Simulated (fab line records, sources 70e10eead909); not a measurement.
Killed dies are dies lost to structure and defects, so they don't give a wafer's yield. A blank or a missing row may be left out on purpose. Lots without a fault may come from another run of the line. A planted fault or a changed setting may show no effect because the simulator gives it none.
A struck lot beside a sound one | flow nand_harc | 16 steps out of a route of 1302
Sound: wafers L329.1, L329.2, L329.6. Struck: wafers L322.1, L322.2, L322.3. The cause comes at the end.
At each step with rows: each side's tool, then ch and its chambers, then its first start. Under that, the readings that differ: sound wafers | struck wafers | difference of the means | sigmas: that difference in standard deviations of wafers without a fault.
alike: readings whose means differ by less than 2 such deviations, and words and numbers that are the same on both sides. not compared: withheld readings, readings that some wafer has no value for, bounds like >300 that may hide the same value, and numbers for which the record gives no deviation and whose values overlap.
The two part at a step that has a row with sigmas, a row that says differs or no value, or rows on one side only. Numbers that don't overlap but have no deviation are shown without sigmas and don't part them. A reading that every wafer of one side lacks parts them only if that side has two wafers or more.

NHARC_A_ONON_D2_THK_MEAS_11: measures by ellipsometry.
  sound on film_metro-02, day 18 19:50; struck on film_metro-02, day 15 03:24
  alike: thk_nm
then, 1 step without rows for these wafers: NHARC_A_ONON_D2_DEP_12 (target thk 1000 nm).
NHARC_A_ONON_D2_THK_MEAS_14: measures by ellipsometry.
  sound on film_metro-01, day 18 20:25; struck on film_metro-01, day 15 03:58
  alike: thk_nm
then, 2 steps without rows for these wafers: NHARC_A_ONON_D2_ANNEAL_15 (time 3600 s); NHARC_A_ONON_D2_DEP_16 (target thk 1000 nm).
NHARC_A_ONON_D2_THK_MEAS_18: measures by ellipsometry.
  sound on film_metro-02, day 19 04:26; struck on film_metro-02, day 15 11:35
  reading     | sound          | struck      | difference | sigmas
  thk_nm (nm) | 1006 1005 1005 | 991 989 989 | -16        | -2
then, 1 step without rows for these wafers: NHARC_A_ONON_D2_DEP_19 (target thk 1000 nm).
NHARC_A_ONON_D2_THK_MEAS_21: measures by ellipsometry.
  sound on film_metro-01, day 19 04:59; struck on film_metro-02, day 15 12:10
  reading     | sound       | struck         | difference | sigmas
  thk_nm (nm) | 984 985 984 | 1022 1022 1022 | +38        | +3
then, 1 step without rows for these wafers: NHARC_A_ONON_D2_DEP_22 (target thk 1000 nm).
NHARC_A_ONON_D2_THK_MEAS_24: measures by ellipsometry.
  sound on film_metro-02, day 19 05:34; struck on film_metro-02, day 15 12:44
  alike: thk_nm
then, 1 step without rows for these wafers: NHARC_A_ONON_D2_DEP_25 (target thk 1000 nm).
NHARC_A_ONON_D2_THK_MEAS_27: measures by ellipsometry.
  sound on film_metro-02, day 19 06:07; struck on film_metro-02, day 15 13:18
  alike: thk_nm
NHARC_A_ONON_D2_DEP_28: target thk 1000 nm.
  sound on pecvd_onon-03 ch 0, day 19 06:11; struck on pecvd_onon-01 ch 0, day 15 13:22
NHARC_A_ONON_D2_THK_MEAS_30: measures by ellipsometry.
  sound on film_metro-02, day 19 06:41; struck on film_metro-02, day 15 13:52
  reading     | sound          | struck         | difference | sigmas
  thk_nm (nm) | 1011 1011 1010 | 1196 1198 1196 | +186       | +26
NHARC_A_ONON_D2_DEP_33: deposits SiO2, target thk 200 nm.
  sound on pecvd-01 ch 0,1, day 19 06:47; struck on pecvd-01 ch 0,1,2, day 15 14:10
  alike: heater_power_w, throttle_valve_pct
then, 1 step without rows for these wafers: NHARC_END_SORT_01.

WHERE THEY PART
First at NHARC_A_ONON_D2_THK_MEAS_18; last, within this record, at NHARC_A_ONON_D2_THK_MEAS_30. Later steps at which nothing parts them and some readings are alike: NHARC_A_ONON_D2_DEP_33.

WHY: what the simulator had put in
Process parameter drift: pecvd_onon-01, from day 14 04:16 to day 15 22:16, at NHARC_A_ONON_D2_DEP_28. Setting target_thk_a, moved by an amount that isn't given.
